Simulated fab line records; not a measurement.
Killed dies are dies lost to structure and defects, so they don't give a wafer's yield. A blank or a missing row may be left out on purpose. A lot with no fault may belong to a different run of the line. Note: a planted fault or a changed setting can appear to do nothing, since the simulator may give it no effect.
Split-lot study + flow n5_finfet + 21 wafers read from 7 lots, route of 1938 steps

## THE SPLIT ITSELF
At N5_HKMG_FIN_ETCH_35 (etches SOC in N2/H2, target depth 215.8 nm, time 243.4 s), the setting time_s was moved away from the recipe's 243.4 s on 4 of the 21 wafers read, by -8.4% to +22.3%. All remaining wafers had this setting at the recipe value.

Between the split and the reading, the file records no step.

## THE READING
SOC_of_HKMG_FIN_COAT_29.thk_nm (the simulator's own value, which no gauge read), in nm, at N5_HKMG_FIN_STRIP_92 (strips SOC in N2/H2, time 20 s). There is no usual value for it anywhere in the file. The 17 wafers here that ran the recipe average 69.4 nm, standard deviation 8.9 nm.

| wafer  | tool, chamber at the split | time_s as run, s | against the recipe | SOC_of_HKMG_FIN_COAT_29.thk_nm, nm | against lot-mates on the recipe |
|--------|----------------------------|------------------|--------------------|------------------------------------|---------------------------------|
| L077.1 | rie_diel-06, 1             | 243.4            | recipe             | 58.4                               | -                               |
| L077.2 | rie_diel-06, 3             | 243.4            | recipe             | 55.6                               | -                               |
| L077.5 | rie_diel-06, 2             | 243.4            | recipe             | 76.4                               | -                               |
| L078.1 | rie_diel-06, 0             | 297.6            | +22.3%             | 31.2                               | -25.4                           |
| L078.4 | rie_diel-06, 3             | 243.4            | recipe             | 56.6                               | -                               |
| L078.6 | rie_diel-06, 0             | 297.6            | +22.3%             | 30                                 | -26.6                           |
| L086.2 | rie_diel-06, 3             | 243.4            | recipe             | 59.8                               | -                               |
| L086.4 | rie_diel-06, 1             | 243.4            | recipe             | 66.8                               | -                               |
| L086.5 | rie_diel-06, 1             | 243.4            | recipe             | 66.2                               | -                               |
| L087.2 | rie_diel-05, 1             | 243.4            | recipe             | 71.2                               | -                               |
| L087.3 | rie_diel-05, 2             | 243.4            | recipe             | 82.8                               | -                               |
| L087.5 | rie_diel-05, 2             | 243.4            | recipe             | 84                                 | -                               |
| L093.1 | rie_diel-05, 0             | 243.4            | recipe             | 74.6                               | -                               |
| L093.2 | rie_diel-05, 2             | 290.2            | +19.2%             | 38.6                               | -38.5                           |
| L093.6 | rie_diel-05, 2             | 243.4            | recipe             | 79.6                               | -                               |
| L094.3 | rie_diel-06, 1             | 243.4            | recipe             | 67.6                               | -                               |
| L094.4 | rie_diel-06, 1             | 243.4            | recipe             | 66.4                               | -                               |
| L094.5 | rie_diel-06, 3             | 243.4            | recipe             | 62                                 | -                               |
| L097.3 | rie_diel-04, 1             | 222.9            | -8.4%              | 101                                | +25.3                           |
| L097.4 | rie_diel-04, 3             | 243.4            | recipe             | 71.8                               | -                               |
| L097.6 | rie_diel-04, 2             | 243.4            | recipe             | 79.6                               | -                               |

THE FIT
A straight line over all 21 wafers: SOC_of_HKMG_FIN_COAT_29.thk_nm changes by -1.85 nm for each +1% of time_s; r = -0.86; the points scatter about the line by 9.2 nm.
The same after taking each lot's own level away (the mean of its wafers on the recipe; 21 wafers): -1.51 nm for each +1%; r = -0.89; scatter 6.5 nm.
According to that fit, moving time_s by its largest amount changes the reading by 34 nm.
The span of the lots' own levels, 56.60 to 79.33 nm, comes to 2.6 times the standard deviation stated above.
So the lot-to-lot level changes the slope: the two fits differ.
Check: -36.6 nm against its lot-mates is what the line predicts for one of the wafers moved furthest among these (+22.3%) when that wafer is left out of the fit. Against them it came out at -25.4 nm.

## ADDITIONAL SPLITS CARRIED BY THESE WAFERS
Other splits were also applied to these wafers ahead of the reading. Each is held against what the fit with the lots' levels taken away leaves over:
| other split on the same wafers       | wafers away from the commonest value | r with SOC_of_HKMG_FIN_COAT_29.thk_nm (lot level and that fit taken away) |
|--------------------------------------|--------------------------------------|---------------------------------------------------------------------------|
| N5_FIN_CUT_ETCH_21 time_s            | 4                                    | +0.23                                                                     |
| N5_DUMMY_GATE_HM_DEP_06 time_s       | 12                                   | -0.23                                                                     |
| N5_SD_EPI_N_ETCH_45 target_depth_a   | 5                                    | -0.31                                                                     |
| N5_SD_EPI_N_EPI_21 epi_growth_time_s | 7                                    | -0.12                                                                     |
| N5_SDB_COAT_03 spin_rpm              | 9                                    | -0.01                                                                     |

## THE WHOLE CHAIN: every reading that the file lists as answering this split, in the file's order
| step                 | what it does                                             | reading                                                                         | change (the file's fit)              | r (the file's) |
|----------------------|----------------------------------------------------------|---------------------------------------------------------------------------------|--------------------------------------|----------------|
| N5_HKMG_FIN_ETCH_35  | etches SOC in N2/H2, target depth 215.8 nm, time 243.4 s | SOC_of_HKMG_FIN_COAT_29.thk_nm (the simulator's own value, which no gauge read) | -1.66 nm for each +1% of the setting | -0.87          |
| N5_HKMG_FIN_ETCH_35  | etches SOC in N2/H2, target depth 215.8 nm, time 243.4 s | HKMG_FIN.feature_depth_nm (the simulator's own value, which no gauge read)      | +1.64 nm for each +1% of the setting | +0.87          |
| N5_HKMG_FIN_ETCH_35  | etches SOC in N2/H2, target depth 215.8 nm, time 243.4 s | etch.depth_nm (the simulator's own value, which no gauge read)                  | +1.64 nm for each +1% of the setting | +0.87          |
| N5_HKMG_FIN_STRIP_92 | strips SOC in N2/H2, time 20 s                           | SOC_of_HKMG_FIN_COAT_29.thk_nm (the simulator's own value, which no gauge read) | -1.64 nm for each +1% of the setting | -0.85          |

## THE FILE'S OWN FIT
SOC_of_HKMG_FIN_COAT_29.thk_nm changes by -1.64 nm for each +1% of time_s, r = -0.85.
